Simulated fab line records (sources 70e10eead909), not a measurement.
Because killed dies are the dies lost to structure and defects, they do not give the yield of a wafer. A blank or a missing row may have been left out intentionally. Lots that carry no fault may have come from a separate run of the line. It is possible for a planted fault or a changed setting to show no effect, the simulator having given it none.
Comparing a struck lot with a sound one + flow nand-harc + 13 out of 1302 route steps
Sound: the wafers L510.2, L510.3, L510.4. Struck: wafer L522.4 (L522.2, L522.3, from the same lot, were not struck and are left out); the cause is given at the end.
Each step with rows lists, per side, the tool, then ch with its chambers, then its first start. Under that, the readings that differ: sound wafers + struck wafers + difference of the means + sigmas: that difference in standard deviations of wafers without a fault.
alike: readings with means less than 2 such deviations apart, plus words and numbers identical on both sides. not compared: withheld readings, readings lacking a value on some wafer, bounds such as >300 that could conceal the same value, and numbers that have no deviation in the record and whose values overlap.
A row with sigmas, a row that says differs or no value, or rows on one side alone: a step with any of these is where the two part. Numbers that don't overlap but have no deviation are shown without sigmas and don't part them. Lack of a reading on every wafer of one side parts them only where that side has two or more wafers.

first, 1 step without rows for these wafers: NHARC_A_ONON_D1_DEP_06 (target thk 1000 nm).
NHARC_A_ONON_D1_THK_MEAS_08: measures by ellipsometry.
  struck on film-metro-01, day 13 21:13; sound on film-metro-01, day 8 13:16
  alike: thk-nm
then, no rows for these wafers at 1 step: NHARC_A_ONON_D1_DEP_09 (target thk 1000 nm).
NHARC_A_ONON_D1_THK_MEAS_11: measures by ellipsometry.
  struck on film-metro-01, day 13 21:47; sound on film-metro-01, day 8 13:50
  alike: thk-nm
then, no rows for these wafers at 1 step: NHARC_A_ONON_D1_DEP_12 (target thk 1000 nm).
NHARC_A_ONON_D1_THK_MEAS_14: measures by ellipsometry.
  struck on film-metro-02, day 13 22:21; sound on film-metro-02, day 8 14:24
  alike: thk-nm
then, 2 steps without rows for these wafers: NHARC_A_ONON_D1_ANNEAL_15 (time 3600 s); NHARC_A_ONON_D1_DEP_16 (target thk 1000 nm).
NHARC_A_ONON_D1_THK_MEAS_18: measures by ellipsometry.
  struck on film-metro-02, day 14 07:07; sound on film-metro-02, day 8 23:19
| reading     | sound       | struck | difference | sigmas |
|-------------|-------------|--------|------------|--------|
| thk-nm (nm) | 995 995 996 | 1016   | +21        | +2     |
then, no rows for these wafers at 1 step: NHARC_A_ONON_D1_DEP_19 (target thk 1000 nm).
NHARC_A_ONON_D1_THK_MEAS_21: measures by ellipsometry.
  struck on film-metro-02, day 14 07:41; sound on film-metro-02, day 8 23:53
  alike: thk-nm
NHARC_A_ONON_D1_DEP_22: target thk 1000 nm.
  sound on pecvd-onon-01 ch 0, day 8 23:59; struck on pecvd-onon-01 ch 0, day 14 07:48
  alike: nh3-flow-sccm
NHARC_A_ONON_D1_THK_MEAS_24: measures by ellipsometry.
  struck on film-metro-02, day 14 08:25; sound on film-metro-01, day 9 00:26
| reading     | sound          | struck | difference | sigmas |
|-------------|----------------|--------|------------|--------|
| thk-nm (nm) | 1003 1002 1004 | 676    | -327       | -35    |
  not compared: hold

== WHERE THEY PART ==
Earliest at NHARC_A_ONON_D1_THK_MEAS_18; latest, in this record, at NHARC_A_ONON_D1_THK_MEAS_24.

WHY: what the simulator had put in
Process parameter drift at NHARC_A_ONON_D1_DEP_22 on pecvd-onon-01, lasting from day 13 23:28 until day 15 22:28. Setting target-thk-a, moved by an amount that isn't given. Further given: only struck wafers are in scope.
